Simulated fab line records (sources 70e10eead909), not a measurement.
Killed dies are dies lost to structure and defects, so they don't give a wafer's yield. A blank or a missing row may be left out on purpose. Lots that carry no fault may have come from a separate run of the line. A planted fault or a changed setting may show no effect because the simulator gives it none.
Chamber matching || flow nand harc || cmp-01 running NHARC_A_DECK1_JOINT_CMP_13: 4 sister chambers
The step polishes, target thk 51.023 nm. 8 wafers are shown with their chamber, then 8 later ones without.

## EACH WAFER AND ITS CHAMBER
{"wafer": "L077.6", "chamber": 2, "motor current A (A)": 10.6, "time to endpoint s (s)": 9.2}
{"wafer": "L090.1", "chamber": 3, "motor current A (A)": 11.3, "time to endpoint s (s)": 5.5}
{"wafer": "L090.2", "chamber": 2, "motor current A (A)": 10.5, "time to endpoint s (s)": 9.4}
{"wafer": "L090.3", "chamber": 0, "motor current A (A)": 9.3, "time to endpoint s (s)": 7.0}
{"wafer": "L091.1", "chamber": 1, "motor current A (A)": 12.1, "time to endpoint s (s)": 8.0}
{"wafer": "L091.5", "chamber": 1, "motor current A (A)": 11.2, "time to endpoint s (s)": 5.4}
{"wafer": "L091.6", "chamber": 0, "motor current A (A)": 9.6, "time to endpoint s (s)": 6.1}
{"wafer": "L092.1", "chamber": 3, "motor current A (A)": 11.0, "time to endpoint s (s)": 4.3}

## WAFERS MISSING THEIR CHAMBER
{"wafer": "L092.2", "motor current A (A)": 10.4, "time to endpoint s (s)": 9.9}
{"wafer": "L092.5", "motor current A (A)": 10.8, "time to endpoint s (s)": 7.4}
{"wafer": "L093.2", "motor current A (A)": 11.4, "time to endpoint s (s)": 5.1}
{"wafer": "L093.4", "motor current A (A)": 10.4, "time to endpoint s (s)": 6.0}
{"wafer": "L093.6", "motor current A (A)": 11.5, "time to endpoint s (s)": 8.4}
{"wafer": "L094.1", "motor current A (A)": 11.5, "time to endpoint s (s)": 6.9}
{"wafer": "L094.3", "motor current A (A)": 9.1, "time to endpoint s (s)": 8.6}
{"wafer": "L094.4", "motor current A (A)": 11.1, "time to endpoint s (s)": 7.8}

## WHICH CHAMBER EACH WENT THROUGH
{"wafer": "L092.2", "from the rows above": 2, "in truth": 2}
{"wafer": "L092.5", "from the rows above": "can't be placed: 2 or 1 or 3 or 0", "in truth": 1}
{"wafer": "L093.2", "from the rows above": "can't be placed: 3 or 1", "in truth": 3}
{"wafer": "L093.4", "from the rows above": "can't be placed: 3 or 0 or 2 or 1", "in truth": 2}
{"wafer": "L093.6", "from the rows above": "can't be placed: 1 or 2 or 3", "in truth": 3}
{"wafer": "L094.1", "from the rows above": "can't be placed: 1 or 3", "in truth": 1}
{"wafer": "L094.3", "from the rows above": "can't be placed: 0 or 2", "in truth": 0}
{"wafer": "L094.4", "from the rows above": "can't be placed: 1 or 2 or 3", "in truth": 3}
Correct placement for 1 of the 8. These rows do not allow placing 7 (true chamber among the candidates in 7). Placed wrongly: 0.
How it was worked out, from the rows above alone: a wafer's distance from a chamber is the root of the sum, over the readings, of the square of ((its reading less the chamber's mean) divided by the reading's scatter). The wafer belongs to the nearest chamber; if the next one is less than 2 further off, it can't be placed. A chamber's mean is the mean of its shown wafers. The scatter is the square root of a quotient: the sum, over the shown wafers, of each reading's squared deviation from its chamber's mean, divided by wafers minus chambers.
